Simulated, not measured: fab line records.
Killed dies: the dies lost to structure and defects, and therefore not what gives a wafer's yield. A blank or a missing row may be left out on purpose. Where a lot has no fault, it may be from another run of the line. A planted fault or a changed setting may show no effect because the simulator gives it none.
Chamber matching	flow n5 finfet	N5_BEOL_M2_CMP_52 on cmp-03: 3 sister chambers
The step polishes, stops on SiOC, t overpolish 6.8 s, target thk 40 nm. 6 wafers are shown with their chamber, then 6 later ones without.

== WAFERS PAIRED WITH THEIR CHAMBERS ==
wafer	chamber	motor current A (A)	time to endpoint s (s)
L083.4	2	6.1	56
L082.6	0	5.9	56
L084.1	1	6.7	61
L084.4	0	5.8	56
L084.6	1	6.9	65
L085.1	2	6.2	58

== WAFERS WHOSE CHAMBER IS MISSING ==
wafer	motor current A (A)	time to endpoint s (s)
L085.4	6.9	60
L092.4	7.0	64
L092.6	6.0	58
L095.1	6.2	57
L095.2	5.6	50
L095.4	6.6	60

== EACH ONE'S CHAMBER ==
wafer	from the rows above	in truth
L085.4	1	1
L092.4	1	1
L092.6	can't be placed: 2 or 0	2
L095.1	2	2
L095.2	0	0
L095.4	1	1
Correct placement for 5 of the 6. From these rows, 1 cannot be placed; in 1 the true chamber is one of the candidates. Number placed wrongly: 0.
How it was worked out, from the rows above alone: a wafer's distance from a chamber is the root of the sum, over the readings, of the square of ((its reading less the chamber's mean) divided by the reading's scatter). If the next closest chamber is less than 2 further off than the closest, the wafer can't be placed; otherwise it belongs to the closest. For every chamber, the mean is computed from those of its wafers that are shown. The scatter is the square root of a quotient: the sum, over the shown wafers, of each reading's squared deviation from its chamber's mean, divided by wafers minus chambers.
